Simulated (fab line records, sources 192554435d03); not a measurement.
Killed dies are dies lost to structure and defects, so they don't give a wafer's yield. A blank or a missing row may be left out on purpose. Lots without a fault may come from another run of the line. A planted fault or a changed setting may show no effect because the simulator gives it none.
Chamber matching | flow n5_finfet | N5_GATE_CUT_STRIP_42 on rie_diel-02: 4 sister chambers
The step strips in O2. 30 wafers are shown with their chamber, then 12 later ones without.

WAFERS WITH THEIR CHAMBER
wafer  | chamber | drypump_motor_current_A (A) | showerhead_plenum_p_Torr (Torr) | oes_product_au (a.u.)
L078.1 | 3       | 5.6                         | 2.05                            | 0.68
L078.2 | 1       | 5.7                         | 2.04                            | 0.90
L078.3 | 2       | 6.1                         | 2.11                            | 0.77
L078.4 | 0       | 5.1                         | 2.18                            | 0.71
L078.5 | 3       | 5.6                         | 2.05                            | 0.68
L078.6 | 2       | 6.1                         | 2.11                            | 0.77
L080.1 | 0       | 5.1                         | 2.17                            | 0.70
L080.2 | 2       | 6.0                         | 2.11                            | 0.76
L080.3 | 3       | 5.6                         | 2.05                            | 0.67
L080.4 | 1       | 5.6                         | 2.04                            | 0.88
L080.5 | 0       | 5.1                         | 2.17                            | 0.71
L080.6 | 3       | 5.6                         | 2.05                            | 0.67
L083.1 | 2       | 6.0                         | 2.11                            | 0.76
L083.4 | 1       | 5.7                         | 2.04                            | 0.87
L083.5 | 3       | 5.6                         | 2.04                            | 0.67
L084.1 | 0       | 5.1                         | 2.17                            | 0.70
L084.5 | 1       | 5.7                         | 2.04                            | 0.87
L084.6 | 2       | 6.0                         | 2.11                            | 0.76
L085.1 | 1       | 5.6                         | 2.04                            | 0.86
L085.4 | 2       | 6.1                         | 2.11                            | 0.76
L085.5 | 0       | 5.1                         | 2.17                            | 0.70
L089.1 | 2       | 6.1                         | 2.11                            | 0.75
L089.3 | 1       | 5.6                         | 2.03                            | 0.86
L089.4 | 1       | 5.6                         | 2.04                            | 0.85
L090.4 | 1       | 5.6                         | 2.03                            | 0.85
L090.5 | 1       | 5.6                         | 2.03                            | 0.85
L090.6 | 0       | 5.1                         | 2.17                            | 0.69
L092.1 | 0       | 5.1                         | 2.17                            | 0.69
L092.2 | 1       | 5.6                         | 2.03                            | 0.85
L092.3 | 2       | 6.1                         | 2.10                            | 0.75

SIGNATURES (means of the wafers above)
reading                  | chamber 0 | chamber 1 | chamber 2 | chamber 3 | scatter within a chamber
drypump_motor_current_A  | 5.100     | 5.630     | 6.062     | 5.600     | 0.0391
showerhead_plenum_p_Torr | 2.1714    | 2.0360    | 2.1087    | 2.0480    | 0.00436
oes_product_au           | 0.7000    | 0.8640    | 0.7600    | 0.6740    | 0.0114
Rule: a wafer's distance from a chamber is the root of the sum, over the readings, of the square of ((its reading less the chamber's mean) divided by the reading's scatter). The wafer belongs to the nearest chamber; if the next one is less than 2 further off, it can't be placed. The scatter: the root of (the sum of the squares of (reading less its chamber's mean) over the shown wafers, divided by (wafers less chambers)).

WAFERS WITHOUT THEIR CHAMBER
wafer  | drypump_motor_current_A (A) | showerhead_plenum_p_Torr (Torr) | oes_product_au (a.u.)
L092.4 | 5.6                         | 2.04                            | 0.95
L092.5 | 5.6                         | 2.04                            | 0.95
L092.6 | 5.1                         | 2.17                            | 0.70
L093.2 | 6.0                         | 2.10                            | 0.74
L093.3 | 5.6                         | 2.04                            | 0.95
L093.5 | 5.1                         | 2.17                            | 0.69
L094.1 | 5.6                         | 2.04                            | 0.93
L094.2 | 5.1                         | 2.17                            | 0.69
L094.3 | 6.0                         | 2.10                            | 0.74
L096.1 | 5.6                         | 2.03                            | 0.84
L096.5 | 5.7                         | 2.04                            | 0.93
L096.6 | 6.1                         | 2.10                            | 0.73

WHICH CHAMBER EACH WENT THROUGH
wafer  | from the rows above | in truth
L092.4 | 1                   | 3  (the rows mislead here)
L092.5 | 1                   | 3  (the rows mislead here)
L092.6 | 0                   | 0
L093.2 | 2                   | 2
L093.3 | 1                   | 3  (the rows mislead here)
L093.5 | 0                   | 0
L094.1 | 1                   | 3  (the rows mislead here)
L094.2 | 0                   | 0
L094.3 | 2                   | 2
L096.1 | 1                   | 1
L096.5 | 1                   | 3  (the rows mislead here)
L096.6 | 2                   | 2
Placed correctly: 7 of 12. Can't be placed from these rows: 0. Placed wrongly: 5.
